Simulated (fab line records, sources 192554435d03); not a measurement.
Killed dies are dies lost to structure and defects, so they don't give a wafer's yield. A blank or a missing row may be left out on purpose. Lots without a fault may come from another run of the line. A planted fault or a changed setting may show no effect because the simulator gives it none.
A struck lot beside a sound one | flow n5_finfet | 18 steps out of a route of 1938
Sound: wafers L319.1, L319.4, L319.6. Struck: wafers L336.2, L336.5. (L336.1 of the same lot was not struck and is left out.) The cause comes at the end.
At each step with rows: each side's tool, then ch and its chambers, then its first start. Under that, the readings that differ: sound wafers | struck wafers | difference of the means | sigmas: that difference in standard deviations of wafers without a fault.
alike: readings whose means differ by less than 2 such deviations, and words and numbers that are the same on both sides. not compared: withheld readings, readings that some wafer has no value for, bounds like >300 that may hide the same value, and numbers for which the record gives no deviation and whose values overlap.
The two part at a step that has a row with sigmas, a row that says differs or no value, or rows on one side only. Numbers that don't overlap but have no deviation are shown without sigmas and don't part them. A reading that every wafer of one side lacks parts them only if that side has two wafers or more.

first, 6 steps without rows for these wafers: N5_BEOL_M7_COAT_22 (resist thk 30 nm); N5_BEOL_M7_EBR_24; N5_BEOL_M7_SOFTBAKE_23 (time 60 s); N5_BEOL_M7_EXPOSE_25 (exposes mask V6, target cd 40 nm); N5_BEOL_M7_PEB_26 (peb time 60 s); N5_BEOL_M7_DEVELOP_27 (develop time 30 s).
N5_BEOL_M7_CD_MEAS_28: target cd 40 nm.
  sound on cd_sem-01 ch 0, day 8 16:43; struck on cd_sem-01 ch 0, day 13 00:59
  alike: cd_nm
N5_BEOL_M7_OVL_MEAS_29:
  sound on overlay-02 ch 0, day 8 16:45; struck on overlay-02 ch 0, day 13 01:01
  alike: V6_OVL
N5_BEOL_M7_INSPECT_30: inspects for defects (brightfield).
  sound on defect_inspect-01, day 8 16:49; struck on defect_inspect-02, day 13 01:04
  alike: raw_defect_count
N5_BEOL_M7_DESCUM_33: chemistry O2, time 7 s.
  sound on rie_diel-02 ch 1,3, day 8 16:50; struck on rie_diel-04 ch 0,1, day 13 01:11
  alike: bias_power_w, drypump_motor_current_A, o2_flow_sccm, oes_product_au, rf_vpp_V, showerhead_plenum_p_Torr, throttle_valve_pct
  not compared: rf_hours_counter_h
N5_BEOL_M7_ETCH_72: etches underlayer in N2/H2, target depth 6.5 nm, time 5.2 s.
  sound on rie_diel-02 ch 1,3, day 8 16:53; struck on rie_diel-04 ch 0,1, day 13 01:13
  alike: drypump_motor_current_A, etch_rf_on_time_s, n2_flow_sccm, oes_product_au, rf_vpp_V, showerhead_plenum_p_Torr, throttle_valve_pct
  not compared: rf_hours_counter_h
N5_BEOL_M7_ETCH_65: etches SiARC in CF4, target depth 15.6 nm, time 26 s.
  sound on rie_diel-02 ch 1,3, day 8 16:54; struck on rie_diel-04 ch 0,1, day 13 01:14
  alike: drypump_motor_current_A, etch_rf_on_time_s, oes_product_au, rf_vpp_V, showerhead_plenum_p_Torr, throttle_valve_pct
  not compared: rf_hours_counter_h
N5_BEOL_M7_ETCH_66: etches SOC in N2/H2, target depth 80 nm, overetch 16 nm, time 120 s.
  sound on rie_diel-02 ch 1,3, day 8 16:55; struck on rie_diel-04 ch 0,1, day 13 01:16
  reading                                    | sound          | struck    | difference | sigmas
  model.SiARC_of_BEOL_M7_COAT_64.thk_nm (nm) | 6.6 6.4 6.4    | 3.6 3.4   | -3.0       |
  model.BEOL_M7.cd_nm (nm)                   | 39.8 40.4 40.2 | 41.4 41.2 | +1.2       |
  alike: drypump_motor_current_A, n2_flow_sccm, oes_product_au, rf_vpp_V, showerhead_plenum_p_Torr, throttle_valve_pct
  not compared: rf_hours_counter_h
then, 2 steps without rows for these wafers: N5_BEOL_M7_STRIP_69 (strips in N2/H2); N5_BEOL_M7_STRIP_73 (strips in N2/H2).
N5_BEOL_M7_VIA_ETCH_34: etches SiCOH lowk in C4F6/O2, target depth 125.5 nm, time 50.5 s.
  sound on rie_diel-02 ch 1,3, day 8 17:01; struck on rie_diel-04 ch 0,1, day 13 01:22
  reading                  | sound        | struck  | difference | sigmas
  model.BEOL_M7.cd_nm (nm) | 39.8 40.4 40 | 41.2 41 | +1.0       |
  alike: drypump_motor_current_A, oes_product_au, rf_vpp_V, showerhead_plenum_p_Torr, throttle_valve_pct
  not compared: rf_hours_counter_h
then, 1 step without rows for these wafers: N5_BEOL_M7_STRIP_76 (strips in C4F6/O2).
-- the record jumps here: 3 days lie between the struck wafers' starts before and after (it left off in module BEOL_M7 and takes up again in module PASSIVATION, whose first step shown is number 1936 of the route) --
N5_PASSIVATION_PROBE_49:
  the record has rows for the struck wafers here (prober-02, day 16 05:23) and none for the sound ones

WHERE THEY PART
Only at N5_PASSIVATION_PROBE_49, within this record.

WHY: what the simulator had put in
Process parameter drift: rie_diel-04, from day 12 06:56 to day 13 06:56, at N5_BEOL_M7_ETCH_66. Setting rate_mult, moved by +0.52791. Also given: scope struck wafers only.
